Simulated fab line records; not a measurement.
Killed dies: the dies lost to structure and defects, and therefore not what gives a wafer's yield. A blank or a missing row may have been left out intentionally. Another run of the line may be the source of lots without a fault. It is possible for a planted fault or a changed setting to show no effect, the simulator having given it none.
Problem report, 8D (eight disciplines) form, completed by code | flow n5 finfet | the parts of the form that need people (team, actions taken, sign-off) are left out

== 1. PROBLEM STATEMENT ==
Wafers without a fault read 165.3 s, standard deviation 0.35; run length s at N5_BEOL_M6_CVD_78 reads a mean of 134.9 s on 3 wafers belonging to 3 lots. Measured from the usual mean, that is -87 standard deviations.
The step: deposits Co from CCTBA/H2, target thk 2 nm, time 142.3 s.
First observed at day 12 18:14: wafer L737.6, on cvd co-02. The record has a number at this step for 34 wafers belonging to 12 lots. By rule, "out" or "out of limits" means more than 4 standard deviations away from the usual mean. Any other wafer with a number is counted as sound.

== 2. WHAT IT IS AND WHAT IT IS NOT ==
question                    | is                     | is not
which readings at this step | run length s           | -
which lots                  | L736, L737, L738       | L721, L723, L725, L727, L728, L729, L731, L732, L743
which wafers of those lots  | L736.6, L737.6, L738.6 | L736.2, L737.2, L738.1, L738.4
read on which tools         | cvd co-02              | cvd co-01
when                        | from day 12 18:14      | up to then (25 sound wafers); but 6 sound wafers of L736, L738, L743 came after

== 3. THE SUSPECTS, EACH WITH WHAT RULES IT OUT ==
Counting: a tool at a process step up to the reading stays a suspect if it ran every lot that is out. Sound lots after the first of them don't rule it out here, since some wafers of a struck lot are sound.
- cvd co-02 at N5_BEOL_M6_CVD_78 (deposits Co from CCTBA/H2, target thk 2 nm, time 142.3 s): kept. It processed each lot that is out (first: L737, day 12 18:14); up to then, its last sound lot is L731 (day 11 17:34). Its own run length s readings are out on those wafers.
- Within cvd co-02 at N5_BEOL_M6_CVD_78: the wafers that are out ran in chamber 1; their sound lot-mates ran in chambers 0, 2.
Left after counting: cvd co-02 at N5_BEOL_M6_CVD_78.

== 4. THE CAUSE (what the simulator had put in) ==
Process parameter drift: cvd co-02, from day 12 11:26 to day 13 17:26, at N5_BEOL_M6_CVD_78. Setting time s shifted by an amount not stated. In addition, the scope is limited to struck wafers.
The count eliminated every tool but this one.

== 5. THE CHAIN OF EFFECTS, in route order ==
Rows list readings where the struck wafers' mean (over those with a number) sits beyond 3 standard deviations from the usual. Readings are gone through only where the record gives a usual standard deviation; hours: the median, over the lots, of the time from a lot's start at the first step in this table giving one to that lot's start at this step; sigmas: the change measured in usual standard deviations.
hours | step              | reading      | usual   | on struck wafers | change | sigmas
0     | N5_BEOL_M6_CVD_78 | run length s | 165.3 s | 134.9            | -30.4  | -87
Process steps it contains:
- N5_BEOL_M6_CVD_78: deposits Co from CCTBA/H2, target thk 2 nm, time 142.3 s.
At these later measuring or inspecting steps, every struck wafer for which the step has a row has a number for every such reading, and none has moved that far: N5_BEOL_M6_THK_MEAS_53.

== 6. HOW IT WOULD HAVE BEEN CAUGHT EARLIER ==
The fault began at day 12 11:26; the first out-of-limits reading in this record came at day 12 18:14, 7 hours later.
